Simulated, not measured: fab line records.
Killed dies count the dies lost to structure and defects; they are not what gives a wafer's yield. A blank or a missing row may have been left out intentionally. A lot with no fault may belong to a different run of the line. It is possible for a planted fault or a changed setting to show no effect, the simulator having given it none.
Comparing a struck lot with a sound one | flow n5-finfet | 16 steps out of a route of 1938
Sound: these wafers, L844.1, L844.5, L844.6. Struck: wafer L853.6; the same lot's L853.3 was not struck, so it is left out; see the end for the cause.
Order at every step that has rows: each side's tool, ch and its chambers, its first start. Under that, the readings that differ: sound wafers | struck wafers | difference of the means | sigmas: that difference in standard deviations of wafers without a fault.
alike: same words and numbers on both sides, and readings whose means sit less than 2 such deviations apart. not compared: any withheld reading, any reading some wafer has no value for, any bound like >300 that may hide the same value, and any number with overlapping values for which the record gives no deviation.
Wherever a step has rows on one side only, a row that says differs or no value, or a row with sigmas, the two part there. Numbers that don't overlap but have no deviation are shown without sigmas and don't part them. A reading missing from all wafers of one side parts the sides only when that side holds two or more wafers.

first, 4 steps without rows for these wafers: N5_BEOL_M2_SOFTBAKE_23 (time 60 s); N5_BEOL_M2_EXPOSE_25 (exposes mask V1, defocus 5 nm); N5_BEOL_M2_PEB_26 (peb time 60 s); N5_BEOL_M2_DEVELOP_27 (develop time 30 s).
N5_BEOL_M2_CD_MEAS_28: target cd 26.2 nm, target cd y 24.1 nm.
  sound on cd-sem-03 ch 0, day 9 03:52; struck on cd-sem-01 ch 0, day 11 14:38
  alike: cd-nm
N5_BEOL_M2_OVL_MEAS_29:
  sound on overlay-02 ch 0, day 9 03:54; struck on overlay-02 ch 0, day 11 14:41
  alike: V1_OVL
N5_BEOL_M2_INSPECT_30: inspects for defects (brightfield).
  sound on defect-inspect-01, day 9 03:58; struck on defect-inspect-01, day 11 14:43
  alike: raw-defect-count
N5_BEOL_M2_DESCUM_33: chemistry O2, time 7 s.
  sound on rie-diel-04 ch 0,1,3, day 9 04:08; struck on rie-diel-05 ch 1, day 11 14:46
  alike: drypump-motor-current-A, oes-product-au, rf-vpp-V, showerhead-plenum-p-Torr, throttle-valve-pct
  not compared: rf-hours-counter-h
N5_BEOL_M2_ETCH_77: etches underlayer in N2/H2, target depth 6.5 nm, time 5.2 s.
  sound on rie-diel-04 ch 0,1,3, day 9 04:10; struck on rie-diel-05 ch 1, day 11 14:47
  alike: drypump-motor-current-A, etch-rf-on-time-s, oes-product-au, rf-vpp-V, showerhead-plenum-p-Torr, throttle-valve-pct
  not compared: rf-hours-counter-h
N5_BEOL_M2_ETCH_69: etches SiARC in CF4, target depth 15.6 nm, time 26 s.
  sound on rie-diel-04 ch 0,1,3, day 9 04:11; struck on rie-diel-05 ch 1, day 11 14:49
  reading                | sound             | struck | difference | sigmas
  throttle-valve-pct (%) | 15.59 15.29 15.74 | 16.06  | +0.52      | +2
  alike: drypump-motor-current-A, etch-rf-on-time-s, oes-product-au, rf-vpp-V, showerhead-plenum-p-Torr
  not compared: rf-hours-counter-h
N5_BEOL_M2_ALD_98: deposits SiO2, target thk 2.5 nm, pulse time 1 s, co reactant pulse time 1 s.
  sound on ald-sin-04 ch 0,2,3, day 9 04:16; struck on ald-sin-04 ch 1, day 11 14:53
  alike: heater-power-w, precursor-pulse-height-rel
N5_BEOL_M2_ETCHBACK_99: etches SiO2 in CHF3, target depth 5 nm, time 10.4 s.
  sound on rie-diel-04 ch 1,2,3, day 9 08:25; struck on rie-diel-04 ch 3, day 11 22:47
  alike: drypump-motor-current-A, oes_ar_750_au, oes-product-au, rf-vpp-V, showerhead-plenum-p-Torr, throttle-valve-pct
  not compared: rf-hours-counter-h
N5_BEOL_M2_ETCH_70: etches SOC in N2/H2, target depth 80 nm, overetch 24 nm, time 130 s.
  sound on rie-diel-04 ch 1,2,3, day 9 08:26; struck on rie-diel-04 ch 3, day 11 22:49
  reading                                    | sound       | struck | difference | sigmas
  model.SiARC_of_BEOL_M2_COAT_68.thk-nm (nm) | 5.8 5.8 6.2 | 2.6    | -3.3       |
  alike: drypump-motor-current-A, oes-product-au, rf-vpp-V, showerhead-plenum-p-Torr, throttle-valve-pct
  not compared: rf-hours-counter-h
then, 1 step without rows for these wafers: N5_BEOL_M2_STRIP_71 (strips in N2/H2).
N5_BEOL_M4_RC_MEAS_101:
  sound on prober-01 ch 0, day 10 21:05; struck on prober-01 ch 0, day 13 04:40
  alike: DIBL_N, DIBL_P, IOFF_N, IOFF_P, ION_N, ION_P, SS_N, SS_P, VT_N, VT_P
then, 1 step without rows for these wafers: N5_PASSIVATION_PROBE_49.

WHERE THEY PART
N5_BEOL_M2_ETCH_69 only, going by this record. Later steps at which nothing parts them and some readings are alike: N5_BEOL_M2_ALD_98, N5_BEOL_M2_ETCHBACK_99, N5_BEOL_M2_ETCH_70, N5_BEOL_M4_RC_MEAS_101.

WHY: what the simulator had put in
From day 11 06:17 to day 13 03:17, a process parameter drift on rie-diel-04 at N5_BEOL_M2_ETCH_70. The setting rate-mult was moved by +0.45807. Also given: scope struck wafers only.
